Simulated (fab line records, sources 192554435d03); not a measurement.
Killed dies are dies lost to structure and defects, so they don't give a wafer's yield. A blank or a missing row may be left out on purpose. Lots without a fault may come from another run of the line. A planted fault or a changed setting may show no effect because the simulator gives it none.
A struck lot beside a sound one | flow n5_finfet | 41 steps out of a route of 1938
Sound: wafers L831.1, L831.3, L831.6. Struck: wafer L841.1. (L841.6 of the same lot was not struck and is left out.) The cause comes at the end.
At each step with rows: each side's tool, then ch and its chambers, then its first start. Under that, the readings that differ: sound wafers | struck wafers | difference of the means | sigmas: that difference in standard deviations of wafers without a fault.
alike: readings whose means differ by less than 2 such deviations, and words and numbers that are the same on both sides. not compared: withheld readings, readings that some wafer has no value for, bounds like >300 that may hide the same value, and numbers for which the record gives no deviation and whose values overlap.
The two part at a step that has a row with sigmas, a row that says differs or no value, or rows on one side only. Numbers that don't overlap but have no deviation are shown without sigmas and don't part them. A reading that every wafer of one side lacks parts them only if that side has two wafers or more.

first, 12 steps without rows for these wafers: N5_SD_EPI_N_STRIP_36 (strips in N2/H2); N5_SD_EPI_N_ETCHBACK_44 (etches SiNx in CH3F/O2, stops on SiO2, target depth 14.5 nm); N5_SD_EPI_N_ETCH_45 (etches SiOCN in CH3F/O2, target depth 6 nm); N5_SD_EPI_N_ETCH_16 (etches SiO2 in CHF3/O2, target depth 5 nm); N5_SD_EPI_N_STRIP_47 (strips in CHF3/O2); N5_SD_EPI_N_SD_RECESS_17 (chemistry HBr/Cl2/O2, target depth 41 nm, time 23.7 s, bt time 3 s); N5_SD_EPI_N_STRIP_38 (strips in N2/H2); N5_SD_EPI_N_WET_ETCH_43 (etches SiO2 in dHF, time 14 s, target depth 1.5 nm); N5_SD_EPI_N_STRIP_18 (strips in SPM, time 750 s); N5_SD_EPI_N_SRD_20 (time 30 s); N5_SD_EPI_N_PRECLEAN_48 (cleans in NF3:NH3, afs cycles 2, time 20 s, sublimation time 60 s); N5_SD_EPI_N_VAPOR_ETCH_50 (etches Si in HCl, time 54 s).
N5_SD_EPI_N_EPI_21: deposits Si:P, time 690 s.
  sound on epi_rpcvd-03 ch 0, day 3 08:47; struck on epi_rpcvd-03 ch 0, day 6 00:24
  reading                                   | sound        | struck | difference | sigmas
  epi_growth_time_s (s)                     | 690 690 690  | 994.84 | +304.84    |
  model.Si-P_of_SD_EPI_N_EPI_21.thk_nm (nm) | 58.8 60 58.6 | 76.6   | +17.5      |
N5_SD_EPI_N_EPI_MEAS_23:
  sound on film_metro-01, day 3 10:29; struck on film_metro-02, day 6 02:07
  reading     | sound          | struck | difference | sigmas
  thk_nm (nm) | 57.5 60.1 59.0 | 76.8   | +17.9      | +15
then, 24 steps without rows for these wafers: N5_SD_EPI_N_PRECLEAN_24 (cleans in O3/DIW, time 60 s); N5_SD_EPI_N_SRD_25 (time 30 s); N5_SD_EPI_N_PRECLEAN_49 (cleans in NF3:NH3, afs cycles 1, time 20 s, sublimation time 60 s); N5_SD_EPI_N_LINER_46 (material SiNx, target thk 3 nm); N5_SD_EPI_P_COAT_34 (time 60 s, resist thk 350 nm); N5_SD_EPI_P_COAT_35 (time 60 s, resist thk 35 nm); N5_SD_EPI_P_COAT_03 (resist thk 150 nm); N5_SD_EPI_P_EBR_05; N5_SD_EPI_P_SOFTBAKE_04 (time 60 s); N5_SD_EPI_P_EXPOSE_06 (exposes mask SD P BLK, target cd 240 nm); N5_SD_EPI_P_PEB_07 (peb time 60 s); N5_SD_EPI_P_DEVELOP_08 (develop time 30 s); N5_SD_EPI_P_DESCUM_14 (chemistry O2, time 7.9 s); N5_SD_EPI_P_ETCH_36 (etches SiARC in CF4, target depth 45.5 nm, time 75.8 s); N5_SD_EPI_P_ETCH_37 (etches SOC in N2/H2, overetch 108 nm, time 486 s); N5_SD_EPI_P_STRIP_38 (strips in N2/H2); N5_SD_EPI_P_ETCHBACK_46 (etches SiNx in CH3F/O2, stops on SiO2, target depth 17.5 nm); N5_SD_EPI_P_ETCH_47 (etches SiOCN in CH3F/O2, target depth 25 nm); N5_SD_EPI_P_ETCH_16 (etches SiO2 in CHF3/O2, target depth 5 nm); N5_SD_EPI_P_STRIP_50 (strips in CHF3/O2); N5_SD_EPI_P_SD_RECESS_17 (chemistry HBr/Cl2/O2, target depth 39.1 nm, bt time 3 s); N5_SD_EPI_P_WET_ETCH_45 (etches SiO2 in dHF, time 10.7 s, target depth 2 nm, rinse time 30 s); N5_SD_EPI_P_STRIP_40 (strips in N2/H2); N5_SD_EPI_P_PRECLEAN_52 (cleans in O3/DIW, time 60 s).
N5_SD_ACTIVATION_RS_MEAS_03: measures by four-point-probe.
  sound on film_metro-01, day 3 16:00; struck on film_metro-01, day 6 07:37
  reading          | sound             | struck | difference | sigmas
  RS_SD_N (ohm/sq) | 21.94 21.48 21.99 | 16.82  | -4.98      | -19
  RS_SD_P (ohm/sq) | 57.4 58.0 57.6    | 54.6   | -3.1       | -3
N5_MOL_CONTACT_COAG_ETCH_15: etches SiNx in CH3F/O2, stops on Si:P, target depth 7 nm.
  sound on rie_diel-02 ch 0,3, day 4 23:59; struck on rie_diel-06 ch 0, day 7 12:15
  reading                                   | sound        | struck | difference | sigmas
  model.Si-P_of_SD_EPI_N_EPI_21.thk_nm (nm) | 58 59.2 57.8 | 75.6   | +17.3      |
  alike: drypump_motor_current_A, oes_product_au, rf_vpp_V, showerhead_plenum_p_Torr, throttle_valve_pct
  not compared: rf_hours_counter_h
-- the record jumps here: 4 days lie between the struck wafers' starts before and after (it left off in module MOL_CONTACT_COAG and takes up again in module BEOL_M4, whose first step shown is number 1111 of the route) --
N5_BEOL_M4_RC_MEAS_101:
  sound on prober-01 ch 0, day 8 03:00; struck on prober-01 ch 0, day 11 22:34
  reading          | sound          | struck | difference | sigmas
  RS_SD_N (ohm/sq) | 28.7 27.7 28.7 | 21.9   | -6.5       | -19
  alike: DIBL_N, DIBL_P, IOFF_N, IOFF_P, ION_N, ION_P, SS_N, SS_P, VT_N, VT_P

WHERE THEY PART
First at N5_SD_EPI_N_EPI_MEAS_23; last, within this record, at N5_BEOL_M4_RC_MEAS_101.

WHY: what the simulator had put in
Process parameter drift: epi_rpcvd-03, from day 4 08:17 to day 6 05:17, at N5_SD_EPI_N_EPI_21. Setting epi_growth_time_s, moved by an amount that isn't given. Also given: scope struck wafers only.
